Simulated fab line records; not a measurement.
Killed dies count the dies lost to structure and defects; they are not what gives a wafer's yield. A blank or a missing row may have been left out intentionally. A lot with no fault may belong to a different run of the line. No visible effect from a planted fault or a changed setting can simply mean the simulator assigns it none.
fab line records + flow n5-finfet
record
- lots=4
- wafers=12
- last-day=17
route steps=1938 shown BEOL_M1@767 BEOL_M4@1111 PASSIVATION@1936
lots that met no fault: taken from a fault-free run of the same line
start-h: hours from the record's opening day to when the first of the lot's shown wafers began + wait-h: hours since the lot's step before + " same as the row above + L1.1+2: several wafers, shown together as one row + - value missing, or start not given + * or withheld: withheld + < > ~ a bound
route shown NAME@n: names a module that has steps shown in the file, with the first one's number in the route + usual: mean/standard deviation of fault-free wafers + same: alike in all rows + chamber/n: place in a boat + sites: each site's reading + _std_site: their standard deviation + _edge_site: the outer-site mean with the inner-site mean subtracted + radius-mm: for every site, how far away it sits from the centre of the wafer + mask NAME#n: copy n + behind: the last tool/chamber to shape the wafer + hold: what put the lot on hold/how long, in hours/how the hold closed + device: names the non-switching transistor (n, p or np) + end of line: the route-end tests of the same wafers + a step given without rows: its recipe and nothing more + killed: at the first sort, the dies lost to defects and structure; wafer yield is something else + map: shows each die of a wafer: x if killed, . if not, _ if none is there
set.NAME: the setting the step ran with; set.NAME@STEP: the setting that earlier step ran with + model.NAME: the simulator's own value behind a step, which no gauge read
lots at selected steps of the route; one table per step, one row per wafer
services: a tool's chamber out of use, with start hour (start-h, from the record's first day; less than 0 if before it), hours out, and reason
## steps
# step N5_BEOL_M1_DESCUM_16
# recipe
- chemistry=O2
- time-s=7
- source-power-w=50
- bias-power-w=20
- pressure-mtorr=20
- rf-frequency-hz=2.712e+07
- temp-c=40
- resist=CAR-EUV
- o2-flow-sccm=225
# step N5_BEOL_M1_ETCH_74
# recipe
- chemistry=N2/H2
- target=underlayer
- target-depth-a=65
- mask-material=CAR-EUV
- time-s=5.2
- ion-energy-ev=200
- pressure-mtorr=30
- source-w=840
- bias-w=150
- n2-flow-sccm=200
- h2-flow-sccm=200
- ends=cleared
# step N5_BEOL_M1_ETCH_63
# recipe
- chemistry=CF4
- target=SiARC
- target-depth-a=156
- mask-material=CAR-EUV
- time-s=26
- ion-energy-ev=80
- pressure-mtorr=40
- source-w=545
- bias-w=36
- Ar_flow_sccm=100
- cf4-flow-sccm=100
- ends=cleared
# step N5_BEOL_M1_ETCH_64
# recipe
- chemistry=N2/H2
- target=SOC
- target-depth-a=750
- overetch-a=150
- mask-material=SiARC
- temp-c=40
- time-s=112.5
- ion-energy-ev=200
- pressure-mtorr=30
- source-w=840
- bias-w=150
- n2-flow-sccm=200
- h2-flow-sccm=200
# step N5_BEOL_M1_STRIP_65
# recipe
- chemistry=N2/H2
- temp-c=40
- n2-flow-sccm=200
- h2-flow-sccm=200
- rf-frequency-hz=6e+07
# step N5_BEOL_M1_STRIP_75
# recipe
- chemistry=N2/H2
- temp-c=40
- n2-flow-sccm=200
- h2-flow-sccm=200
- rf-frequency-hz=6e+07
# step N5_BEOL_M1_STRIP_66
# recipe
- chemistry=CF4
- resist=SiARC
- power-w=300
- bias-power-w=75
- pressure-mtorr=50
- cf4-flow-sccm=150
- rf-frequency-hz=6e+07
# step N5_BEOL_M1_HM_OPEN_17
# recipe
- chemistry=Cl2/BCl3
- target-depth-a=200
- overetch-a=60
- target=TiN
- mask-material=SOC
- ion-energy-ev=150
- pressure-mtorr=10
- icp-w=1000
- bias-w=126
- Cl2_flow_sccm=53.25
- bcl3-flow-sccm=21.75
- Ar_flow_sccm=25
# step N5_BEOL_M1_STRIP_19
# recipe
- chemistry=O2
- power-w=400
- temp-c=40
- pressure-mtorr=30
- rf-frequency-hz=6e+07
- bias-power-w=0
- overash-fraction=0.2
- o2-flow-sccm=225
# step N5_BEOL_M1_COAT_67
# recipe
- resist=SOC
- temp-c=250
- time-s=60
- spin-rpm=1500
- resist-thk-nm=60
# step N5_BEOL_M1_COAT_68
# recipe
- resist=SiARC
- temp-c=220
- time-s=60
- spin-rpm=1500
- resist-thk-nm=12
# usual
- exhaust-pa=45.0/0.91
- spin-speed-rpm=1500.0/0.96
| lot.wafer | tool           | chamber | start-h | wait-h | exhaust-pa | spin-speed-rpm | model.SiARC_of_BEOL_M1_COAT_68.thk-nm |
|-----------|----------------|---------|---------|--------|------------|----------------|---------------------------------------|
| L993.1    | litho-track-01 | 0       | 141.55  | -      | 46.2       | 1501.4         | 12                                    |
| L993.3    | "              | 0       | "       | "      | 45.8       | 1498.8         | 12                                    |
| L993.4    | "              | 0       | "       | "      | 44.0       | 1499.4         | 12                                    |
| L103.2    | litho-track-01 | 0       | 181.21  | -      | 44.3       | 1321.4         | 12.8                                  |
| L103.4    | "              | 0       | "       | "      | 45.3       | 1320.3         | 12.8                                  |
| L103.6    | "              | 0       | "       | "      | 45.4       | 1321.8         | 12.8                                  |
| L104.1    | litho-track-01 | 0       | 205.68  | -      | 45.9       | 1320.8         | 12.8                                  |
| L104.2    | "              | 0       | "       | "      | 46.6       | 1321.1         | 12.8                                  |
| L104.6    | "              | 0       | "       | "      | 45.6       | 1322.8         | 12.8                                  |
| L112.1    | litho-track-03 | 0       | 233.68  | -      | 45.7       | 1500.1         | 12                                    |
| L112.5    | "              | 0       | "       | "      | 45.0       | 1498.8         | 12                                    |
| L112.6    | "              | 0       | "       | "      | 45.9       | 1498.2         | 12                                    |
# step N5_BEOL_M1_COAT_76
# recipe
- resist=underlayer
- temp-c=205
- time-s=60
- spin-rpm=1500
- resist-thk-nm=5
# step N5_BEOL_M1_COAT_22
# recipe
- resist=CAR-EUV
- spin-rpm=1500
- resist-thk-nm=30
# step N5_BEOL_M1_EBR_24
# recipe
- solvent=PGMEA
- ebr-width-mm=1.5
# step N5_BEOL_M1_SOFTBAKE_23
# recipe
- temp-c=110
- time-s=60
- resist=CAR-EUV
# step N5_BEOL_M1_EXPOSE_25
# recipe
- mask-id=V0
- na=0.33
- source-shape=quasar
- sigma-inner=0.2
- sigma-outer=0.8
- polarization=unpolarized
- defocus-nm=5
- target-cd-nm=24
- dose-mj=63
# step N5_BEOL_M1_PEB_26
# recipe
- peb-temp-c=100
- peb-time-s=60
- resist=CAR-EUV
# step N5_BEOL_M1_DEVELOP_27
# recipe
- develop-time-s=30
- developer=TMAH
- resist=CAR-EUV
- rinse-liquid=surfactant-rinse
- dry=air-spin
- dev-temp-c=23
# step N5_BEOL_M1_DESCUM_33
# recipe
- chemistry=O2
- time-s=7
- source-power-w=50
- bias-power-w=20
- pressure-mtorr=20
- rf-frequency-hz=2.712e+07
- temp-c=40
- resist=CAR-EUV
- o2-flow-sccm=225
# step N5_BEOL_M1_ETCH_77
# recipe
- chemistry=N2/H2
- target=underlayer
- target-depth-a=65
- mask-material=CAR-EUV
- time-s=5.2
- ion-energy-ev=200
- pressure-mtorr=30
- source-w=840
- bias-w=150
- n2-flow-sccm=200
- h2-flow-sccm=200
- ends=cleared
# step N5_BEOL_M1_ETCH_69
# recipe
- chemistry=CF4
- target=SiARC
- target-depth-a=156
- mask-material=CAR-EUV
- time-s=26
- ion-energy-ev=80
- pressure-mtorr=40
- source-w=545
- bias-w=36
- Ar_flow_sccm=100
- cf4-flow-sccm=100
- ends=cleared
# usual
- drypump-motor-current-A=5.7/0.52
- etch-rf-on-time-s=26.2/0.39
- oes-product-au=0.64/0.049
- rf-fwd-power-W=532.1/2.4
- rf-vpp-V=183.7/1.1
- showerhead-plenum-p-Torr=2.11/0.07
- throttle-valve-pct=15.53/0.28
| lot.wafer | tool        | chamber | start-h | wait-h | drypump-motor-current-A | etch-rf-on-time-s | oes-product-au | rf-fwd-power-W | rf-hours-counter-h | rf-vpp-V | showerhead-plenum-p-Torr | throttle-valve-pct | model.etch.depth-nm | model.CAR-EUV_of_BEOL_M1_COAT_22.thk-nm |
|-----------|-------------|---------|---------|--------|-------------------------|-------------------|----------------|----------------|--------------------|----------|--------------------------|--------------------|---------------------|-----------------------------------------|
| L993.1    | rie-diel-04 | 3       | 142.01  | 0.0    | 6.2                     | 26.3              | 0.63           | 531.7          | 192                | 185.0    | 2.13                     | 15.62              | 12.03               | 11.2                                    |
| L993.3    | "           | 1       | "       | "      | 5.3                     | 26.1              | 0.71           | 535.1          | 76                 | 182.7    | 2.07                     | 15.17              | 12.04               | 11.2                                    |
| L993.4    | "           | 2       | "       | "      | 5.2                     | 26.7              | 0.64           | 529.8          | 136                | 184.6    | 2.14                     | 15.22              | 12                  | 11.2                                    |
| L103.2    | rie-diel-03 | 3       | 181.67  | 0.0    | 5.8                     | 27.4              | 0.66           | 537.6          | 96                 | 185.1    | 2.16                     | 15.36              | 12.82               | 10.4                                    |
| L103.4    | "           | 0       | "       | "      | 5.1                     | 28.3              | 0.59           | 539.0          | 236                | 185.7    | 2.13                     | 16.00              | 12.83               | 10.4                                    |
| L103.6    | "           | 1       | "       | "      | 6.3                     | 27.9              | 0.60           | 529.7          | -                  | 184.7    | 2.20                     | 15.43              | 12.83               | 10.4                                    |
| L104.1    | rie-diel-04 | 2       | 206.14  | 0.0    | 5.2                     | 28.3              | 0.63           | 531.9          | 155                | 184.3    | 2.13                     | 15.26              | 12.76               | 10.4                                    |
| L104.2    | "           | 3       | "       | "      | 6.3                     | 27.7              | 0.62           | 531.4          | 211                | 184.0    | 2.13                     | 15.64              | 12.76               | 10.4                                    |
| L104.6    | "           | 0       | "       | "      | 5.9                     | 27.7              | 0.64           | 533.2          | -                  | 181.1    | 1.98                     | 15.60              | 12.71               | 10.4                                    |
| L112.1    | rie-diel-04 | 2       | 234.26  | 0.0    | 5.2                     | 26.4              | 0.63           | 531.8          | 164                | 183.5    | 2.13                     | 15.28              | 12.05               | 11.2                                    |
| L112.5    | "           | 2       | "       | "      | 5.2                     | 26.7              | 0.63           | 531.2          | -                  | 184.0    | 2.13                     | 15.26              | 12.04               | 11.2                                    |
| L112.6    | "           | 1       | "       | "      | 5.3                     | 26.1              | 0.69           | 530.8          | -                  | 185.1    | 2.07                     | 15.24              | 12.04               | 11.2                                    |
# step N5_BEOL_M1_ALD_98
# recipe
- material=SiO2
- target-thk-a=25
- temp-c=100
- ald-precursor-family=BDEAS
- ald-co-reactant=O2-plasma
- pulse-time-s=1
- co-reactant-pulse-time-s=1
- purge-time-s=2
- co-reactant-purge-time-s=2
- ald-cycles=17
- pressure-torr=2
# step N5_BEOL_M1_ETCHBACK_99
# recipe
- chemistry=CHF3
- target=SiO2
- target-depth-a=50
- time-s=10.4
- source-w=215
- bias-w=47
- Ar_flow_sccm=200
- CHF3_flow_sccm=12
- ion-energy-ev=100
- pressure-mtorr=30
# usual
- drypump-motor-current-A=5.8/0.59
- oes-product-au=0.76/0.075
- rf-fwd-power-W=212.4/1.1
- rf-vpp-V=241/4.5
- showerhead-plenum-p-Torr=2.14/0.074
- throttle-valve-pct=17.02/0.3
| lot.wafer | tool        | chamber | start-h | wait-h | drypump-motor-current-A | oes-product-au | rf-fwd-power-W | rf-hours-counter-h | rf-vpp-V | showerhead-plenum-p-Torr | throttle-valve-pct | model.CAR-EUV_of_BEOL_M1_COAT_22.thk-nm |
|-----------|-------------|---------|---------|--------|-------------------------|----------------|----------------|--------------------|----------|--------------------------|--------------------|-----------------------------------------|
| L993.1    | rie-diel-04 | 2       | 146.05  | 3.8    | 5.2                     | 0.75           | 211.2          | 138                | 241      | 2.16                     | 16.71              | 10.6                                    |
| L993.3    | "           | 1       | "       | "      | 5.3                     | 0.85           | 212.3          | 78                 | 247      | 2.07                     | 16.62              | 10.4                                    |
| L993.4    | "           | 3       | "       | "      | 6.2                     | 0.74           | 212.6          | 194                | 242      | 2.15                     | 17.07              | 10.6                                    |
| L103.2    | rie-diel-04 | 1       | 181.89  | 0.1    | 5.3                     | 0.83           | 213.1          | 88                 | 248      | 2.07                     | 16.61              | 9.8                                     |
| L103.4    | "           | 2       | "       | "      | 5.2                     | 0.74           | 211.6          | 148                | 242      | 2.15                     | 16.71              | 9.6                                     |
| L103.6    | "           | 2       | "       | "      | 5.1                     | 0.75           | 212.2          | -                  | 241      | 2.15                     | 16.74              | 9.8                                     |
| L104.1    | rie-diel-04 | 0       | 215.34  | 8.8    | 5.9                     | 0.73           | 212.4          | 141                | 231      | 1.97                     | 17.01              | 9.8                                     |
| L104.2    | "           | 3       | "       | "      | 6.2                     | 0.72           | 213.3          | 214                | 240      | 2.14                     | 17.10              | 9.6                                     |
| L104.6    | "           | 3       | "       | "      | 6.2                     | 0.72           | 213.0          | -                  | 241      | 2.14                     | 17.11              | 9.6                                     |
| L112.1    | rie-diel-04 | 1       | 243.62  | 9.2    | 5.3                     | 0.81           | 212.5          | 102                | 244      | 2.07                     | 16.64              | 10.4                                    |
| L112.5    | "           | 1       | "       | "      | 5.3                     | 0.82           | 212.4          | -                  | 247      | 2.07                     | 16.64              | 10.4                                    |
| L112.6    | "           | 0       | "       | "      | 5.9                     | 0.73           | 213.5          | -                  | 232      | 1.97                     | 17.02              | 10.6                                    |
# step N5_BEOL_M1_ETCH_70
# recipe
- chemistry=N2/H2
- target=SOC
- target-depth-a=800
- overetch-a=160
- mask-material=SiARC
- temp-c=40
- time-s=120
- ion-energy-ev=200
- pressure-mtorr=30
- source-w=840
- bias-w=150
- n2-flow-sccm=200
- h2-flow-sccm=200
# usual
- drypump-motor-current-A=5.8/0.59
- oes-product-au=0.58/0.053
- rf-fwd-power-W=835.1/2.8
- rf-vpp-V=523.5/2.5
- showerhead-plenum-p-Torr=2.53/0.085
- throttle-valve-pct=17.8/0.32
| lot.wafer | tool        | chamber | start-h | wait-h | drypump-motor-current-A | oes-product-au | rf-fwd-power-W | rf-hours-counter-h | rf-vpp-V | showerhead-plenum-p-Torr | throttle-valve-pct | model.SiARC_of_BEOL_M1_COAT_68.thk-nm |
|-----------|-------------|---------|---------|--------|-------------------------|----------------|----------------|--------------------|----------|--------------------------|--------------------|---------------------------------------|
| L993.1    | rie-diel-04 | 2       | 146.09  | 0.0    | 5.2                     | 0.59           | 834.6          | 138                | 523.5    | 2.54                     | 17.5               | 6.4                                   |
| L993.3    | "           | 1       | "       | "      | 5.3                     | 0.64           | 835.1          | 78                 | 522.9    | 2.47                     | 17.5               | 6.2                                   |
| L993.4    | "           | 3       | "       | "      | 6.3                     | 0.56           | 836.6          | 194                | 523.1    | 2.51                     | 17.7               | 6.4                                   |
| L103.2    | rie-diel-04 | 1       | 181.92  | 0.0    | 5.3                     | 0.64           | 836.0          | 88                 | 520.5    | 2.46                     | 17.5               | 7                                     |
| L103.4    | "           | 2       | "       | "      | 5.2                     | 0.58           | 834.9          | 148                | 524.5    | 2.54                     | 17.5               | 7.4                                   |
| L103.6    | "           | 2       | "       | "      | 5.2                     | 0.59           | 831.9          | -                  | 523.6    | 2.54                     | 17.5               | 7.4                                   |
| L104.1    | rie-diel-04 | 0       | 215.38  | 0.0    | 5.9                     | 0.57           | 833.8          | 142                | 518.1    | 2.36                     | 17.9               | 7.4                                   |
| L104.2    | "           | 3       | "       | "      | 6.2                     | 0.55           | 838.5          | 214                | 523.0    | 2.51                     | 17.8               | 7.2                                   |
| L104.6    | "           | 3       | "       | "      | 6.2                     | 0.55           | 835.4          | -                  | 523.2    | 2.51                     | 17.8               | 7.2                                   |
| L112.1    | rie-diel-04 | 1       | 243.66  | 0.0    | 5.3                     | 0.62           | 830.5          | 102                | 522.6    | 2.46                     | 17.5               | 6.4                                   |
| L112.5    | "           | 1       | "       | "      | 5.3                     | 0.62           | 835.6          | -                  | 521.4    | 2.46                     | 17.6               | 6.4                                   |
| L112.6    | "           | 0       | "       | "      | 5.8                     | 0.57           | 832.9          | -                  | 518.2    | 2.36                     | 17.9               | 6.6                                   |
# step N5_BEOL_M1_STRIP_71
# recipe
- chemistry=N2/H2
- temp-c=40
- n2-flow-sccm=200
- h2-flow-sccm=200
- rf-frequency-hz=6e+07
# step N5_BEOL_M4_RC_MEAS_101
# usual
- DIBL_N=36.5/2
- DIBL_P=36.5/2.3
- IOFF_N=0.16/0.036
- IOFF_P=0.21/0.037
- ION_N=672/12
- ION_P=459/7.1
- SS_N=71.6/0.73
- SS_P=73.4/0.76
- VT_N=250/3.3
- VT_P=-250.5/2.9
| lot.wafer | tool      | chamber | start-h | wait-h | DIBL_N[mV/V] | DIBL_P[mV/V] | IOFF_N[nA/um] | IOFF_P[nA/um] | ION_N[uA/um] | ION_P[uA/um] | SS_N[mV/dec] | SS_P[mV/dec] | VT_N[mV] | VT_P[mV] |
|-----------|-----------|---------|---------|--------|--------------|--------------|---------------|---------------|--------------|--------------|--------------|--------------|----------|----------|
| L993.1    | prober-02 | 0       | 182.83  | 0.0    | 35.1         | 37.7         | 0.16          | 0.20          | 665          | 452          | 71.8         | 73.7         | 248      | -250.1   |
| L993.3    | "         | 0       | "       | "      | 33.9         | 36.1         | 0.14          | 0.18          | 664          | 460          | 71.1         | 72.6         | 253      | -250.9   |
| L993.4    | "         | 0       | "       | "      | 35.2         | 38.1         | 0.16          | 0.21          | 676          | 458          | 71.1         | 73.9         | 250      | -250.3   |
| L103.2    | prober-01 | 0       | 230.02  | 0.2    | 36.3         | 37.2         | 0.16          | 0.21          | 665          | 459          | 71.8         | 73.7         | 253      | -249.4   |
| L103.4    | "         | 0       | "       | "      | 34.7         | 35.6         | 0.14          | 0.20          | 671          | 463          | 71.6         | 72.3         | 252      | -250.4   |
| L103.6    | "         | 0       | "       | "      | 37.3         | 37.0         | 0.18          | 0.23          | 652          | 449          | 72.4         | 73.4         | 252      | -250.0   |
| L104.1    | prober-02 | 0       | 260.12  | 0.0    | 35.7         | 36.0         | 0.14          | 0.21          | 675          | 461          | 70.8         | 73.1         | 252      | -249.6   |
| L104.2    | "         | 0       | "       | "      | 35.5         | 34.8         | 0.14          | 0.19          | 663          | 462          | 70.7         | 73.2         | 252      | -251.4   |
| L104.6    | "         | 0       | "       | "      | 36.1         | 35.6         | 0.15          | 0.21          | 667          | 464          | 71.2         | 72.3         | 250      | -248.3   |
| L112.1    | prober-02 | 0       | 296.59  | 0.0    | 35.8         | 37.0         | 0.17          | 0.20          | 682          | 463          | 71.3         | 73.9         | 250      | -251.0   |
| L112.5    | "         | 0       | "       | "      | 35.6         | 37.3         | 0.17          | 0.21          | 678          | 469          | 71.5         | 73.3         | 248      | -248.7   |
| L112.6    | "         | 0       | "       | "      | 33.9         | 34.6         | 0.13          | 0.17          | 667          | 456          | 71.1         | 73.0         | 252      | -255.2   |
# step N5_PASSIVATION_PROBE_49
# usual
- defect-limited-yield=91.4/1.4
- killed_at_M0_to_M3=33/11
- killed_at_M4_up=13/5.3
- killed-at-contacts=13/6.1
- killed-at-front-end=40/11
- killed-at-other=2.9/2.7
- killed-dies=102/17
- killed-open=68/13
- killed-short=32/7.5
- sort_bin_5_function=5.1/0.98
- sort_bin_6_memory=3.2/0.69
- sort-n-pass=1077/21
- sort-yield-pct=91.3/1.7
# same
- gross-dies=1180
- killed-at-back-side=0
- sort_bin_4_leakage[%]=0
- sort_bin_8_speed[%]=0
| lot.wafer | tool      | chamber | start-h | wait-h | defect-limited-yield[%] | killed_at_M0_to_M3 | killed_at_M4_up | killed-at-contacts | killed-at-front-end | killed-at-other | killed-dies | killed-open | killed-short | sort_bin_5_function[%] | sort_bin_6_memory[%] | sort-n-pass | sort-yield-pct[%] |
|-----------|-----------|---------|---------|--------|-------------------------|--------------------|-----------------|--------------------|---------------------|-----------------|-------------|-------------|--------------|------------------------|----------------------|-------------|-------------------|
| L104.1    | prober-02 | -       | 390.28  | 0.0    | 91.9                    | 34                 | 8               | 19                 | 30                  | 4               | 95          | 66          | 28           | 4.7                    | 3.1                  | 1085        | 91.9              |
| L104.2    | prober-02 | -       | 390.33  | 0.1    | 92.6                    | 33                 | 5               | 10                 | 36                  | 3               | 87          | 57          | 25           | 3.7                    | 3.2                  | 1093        | 92.6              |
| L104.6    | prober-02 | -       | 390.53  | 0.3    | 89.7                    | 59                 | 4               | 17                 | 40                  | 2               | 122         | 70          | 48           | 5.4                    | 4.7                  | 1058        | 89.7              |
| L112.5    | prober-01 | -       | 415.09  | 0.2    | 91.7                    | 29                 | 16              | 5                  | 47                  | 1               | 98          | 66          | 31           | 4.7                    | 3.6                  | 1082        | 91.7              |
| L112.6    | prober-01 | -       | 415.14  | 0.3    | 94.4                    | 15                 | 12              | 10                 | 28                  | 1               | 66          | 43          | 22           | 3.9                    | 1.4                  | 1114        | 94.4              |
# killed by level:class
L104.1 MOL_CONTACT_COAG:geometric-particle:open=17 BEOL_M0_SAQP:geometric-particle:open=15 FIN_SAQP:geometric-particle:open=7 BEOL_M0_SAQP:geometric-particle:short=7 FIN_SAQP:geometric-particle:short=6 BEOL_M2:geometric-particle:open=5 BEOL_M7:geometric-particle:open=5 STI_FIN_REVEAL:geometric-particle:open=4
L104.2 BEOL_M0_SAQP:geometric-particle:open=13 FIN_SAQP:geometric-particle:open=9 MOL_CONTACT_COAG:geometric-particle:open=8 BEOL_M0_SAQP:geometric-particle:short=7 FIN_SAQP:geometric-particle:short=5 GATE_CUT:geometric-particle:open=5 BEOL_M1:geometric-particle:open=5 GATE_CUT:geometric-particle:short=4
L104.6 BEOL_M0_SAQP:geometric-particle:open=17 BEOL_M0_SAQP:geometric-particle:short=14 MOL_CONTACT_COAG:geometric-particle:open=9 GATE_CUT:geometric-particle:short=8 FIN_SAQP:geometric-particle:open=7 MOL_CONTACT_COAG:geometric-particle:short=7 BEOL_M1:geometric-particle:open=6 BEOL_M2:geometric-particle:open=6
L112.5 FIN_SAQP:geometric-particle:open=22 BEOL_M4:geometric-particle:open=10 BEOL_M0_SAQP:geometric-particle:short=9 BEOL_M0_SAQP:geometric-particle:open=7 GATE_CUT:geometric-particle:open=6 FIN_SAQP:geometric-particle:short=4 MOL_CONTACT_COAG:geometric-particle:open=4 STARTING-WAFER:geometric-particle:short=4
L112.6 MOL_CONTACT_COAG:geometric-particle:open=10 FIN_SAQP:geometric-particle:open=5 STI_FIN_REVEAL:geometric-particle:open=5 BEOL_M2:geometric-particle:open=4 STI_FIN_REVEAL:geometric-particle:short=3 ILD0:geometric-particle:short=3 GATE_CUT:geometric-particle:short=3 BEOL_M0_SAQP:geometric-particle:short=3
## services
| tool        | chamber | start-h | hours | kind                          |
|-------------|---------|---------|-------|-------------------------------|
| rie-diel-03 | 3       | 133.54  | 12.3  | repair                        |
| rie-diel-03 | 2       | 143.43  | 10.1  | repair                        |
| rie-diel-04 | 1       | 209.51  | 16.5  | repair                        |
| rie-diel-03 | 0       | 241.10  | -     | clean                         |
| rie-diel-03 | 0       | 241.10  | -     | consumable-replace:focus-ring |
| rie-diel-03 | 0       | 241.10  | 13.3  | scheduled-down                |
| rie-diel-03 | 0       | 241.10  | 13.3  | vent-cycle                    |
## key
first-sign
- step=N5_BEOL_M1_COAT_68
- reading=spin-speed-rpm
- direction=down
- sigmas=99+
- usual=*
- struck=*
effect
- step=N5_BEOL_M1_ETCH_69
- reading=etch-rf-on-time-s
- direction=up
- sigmas=4.3
- usual=*
- struck=*
model-effect
- step=N5_BEOL_M1_COAT_68
- value=SiARC_of_BEOL_M1_COAT_68.thk-nm
- without=12
- struck=12.8
model-effect
- step=N5_BEOL_M1_ETCH_69
- value=etch.depth-nm
- without=12
- struck=12.79
model-effect
- step=N5_BEOL_M1_ETCHBACK_99
- value=CAR-EUV_of_BEOL_M1_COAT_22.thk-nm
- without=10.3
- struck=9.7
model-effect
- step=N5_BEOL_M1_ETCH_70
- value=SiARC_of_BEOL_M1_COAT_68.thk-nm
- without=6.467
- struck=7.267
met-at N5_BEOL_M1_COAT_68
struck-wafers L103.2,L103.4,L103.6,L104.1,L104.2,L104.6
onset-between 141.55 181.21
fault
- kind=process-parameter-drift
- tool=litho-track-01
- chamber=-
- onset-h=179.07
- steps=N5_BEOL_M1_COAT_68
- channel=spin-rpm
- offset=*
- shape=step
- end-h=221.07
- acts-in=*
- stated=*
